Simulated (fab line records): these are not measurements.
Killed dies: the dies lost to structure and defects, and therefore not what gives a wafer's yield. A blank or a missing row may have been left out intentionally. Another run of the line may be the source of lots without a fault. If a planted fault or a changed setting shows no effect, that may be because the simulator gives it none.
One fault seen from 2 desks + flow n5Finfet + only its own numbers are on each desk; what lay behind them is given at the end

## FROM THE METROLOGY DESK
Means of the sampled wafers that have a number, per lot and without regard to the tool the lot ran on: this is what the gauges read. The brackets show how far a lot's mean lies from the usual mean; more than 4 standard deviations puts the lot out of limits, marked OUT. 7 of its 10 readings are shown, namely those furthest out on some lot.
Columns: A = DIBL_N at N5_BEOL_M4_RC_MEAS_101, usual 36.1 mV/V; B = DIBL_P at N5_BEOL_M4_RC_MEAS_101, usual 36.3 mV/V; C = IOFF_N at N5_BEOL_M4_RC_MEAS_101, usual 0.16 nA/um; D = IOFF_P at N5_BEOL_M4_RC_MEAS_101, usual 0.21 nA/um; E = ION_P at N5_BEOL_M4_RC_MEAS_101, usual 465 uA/um; F = VT_N at N5_BEOL_M4_RC_MEAS_101, usual 249 mV; G = VT_P at N5_BEOL_M4_RC_MEAS_101, usual -250.0 mV
| lot  | first seen here | A    | B    | C    | D    | E   | F   | G      |
|------|-----------------|------|------|------|------|-----|-----|--------|
| L627 | day 8 23:31     | 36.7 | 36.6 | 0.16 | 0.20 | 458 | 252 | -252.4 |
| L631 | day 9 06:28     | 35.9 | 37.0 | 0.16 | 0.21 | 467 | 249 | -249.2 |
| L636 | day 11 15:52    | 36.4 | 35.2 | 0.15 | 0.22 | 462 | 251 | -249.1 |
| L637 | day 11 16:26    | 37.1 | 38.1 | 0.20 | 0.26 | 476 | 245 | -248.3 |
| L638 | day 12 11:16    | 39.0 | 40.3 | 0.22 | 0.24 | 470 | 244 | -248.2 |
| L640 | day 12 21:02    | 38.1 | 38.6 | 0.21 | 0.25 | 467 | 245 | -247.7 |
| L642 | day 13 11:09    | 34.7 | 35.7 | 0.15 | 0.20 | 464 | 252 | -249.8 |
| L646 | day 13 18:13    | 36.9 | 37.4 | 0.18 | 0.19 | 453 | 250 | -254.4 |
| L644 | day 13 20:16    | 34.4 | 35.2 | 0.14 | 0.20 | 464 | 250 | -249.8 |
| L648 | day 14 01:16    | 35.5 | 35.8 | 0.15 | 0.21 | 467 | 251 | -250.2 |
| L645 | day 14 06:56    | 34.8 | 34.1 | 0.14 | 0.20 | 468 | 251 | -248.0 |
| L647 | day 14 13:26    | 38.0 | 39.0 | 0.21 | 0.27 | 470 | 244 | -246.3 |
Finding of this desk: none of the 12 lots has anything out of limits.

## AT THE TOOL OWNER'S DESK: pvdSputter-01
The tool's own readings at N5_BEOL_M3_ANNEAL_89 (time 240 s): means of the sampled wafers that have a number, for each lot that ran on this tool. The brackets show how far a lot's mean lies from the usual mean; more than 4 standard deviations puts the lot out of limits, marked OUT.
Columns: A = heaterPowerW at N5_BEOL_M3_ANNEAL_89, usual 820 W; B = susceptorTempC at N5_BEOL_M3_ANNEAL_89, usual 399.98 C
| lot  | first seen here | A   | B      |
|------|-----------------|-----|--------|
| L631 | day 8 16:16     | 779 | 399.84 |
| L648 | day 13 05:29    | 795 | 399.92 |
| L645 | day 13 09:47    | 766 | 399.75 |
Finding of this desk: none of the 3 lots has anything out of limits.

## ALL TOGETHER
Metrology desk: nothing out of limits seen.
The tool owner's desk saw nothing out of limits.

## WHAT THE SIMULATOR HAD PUT IN
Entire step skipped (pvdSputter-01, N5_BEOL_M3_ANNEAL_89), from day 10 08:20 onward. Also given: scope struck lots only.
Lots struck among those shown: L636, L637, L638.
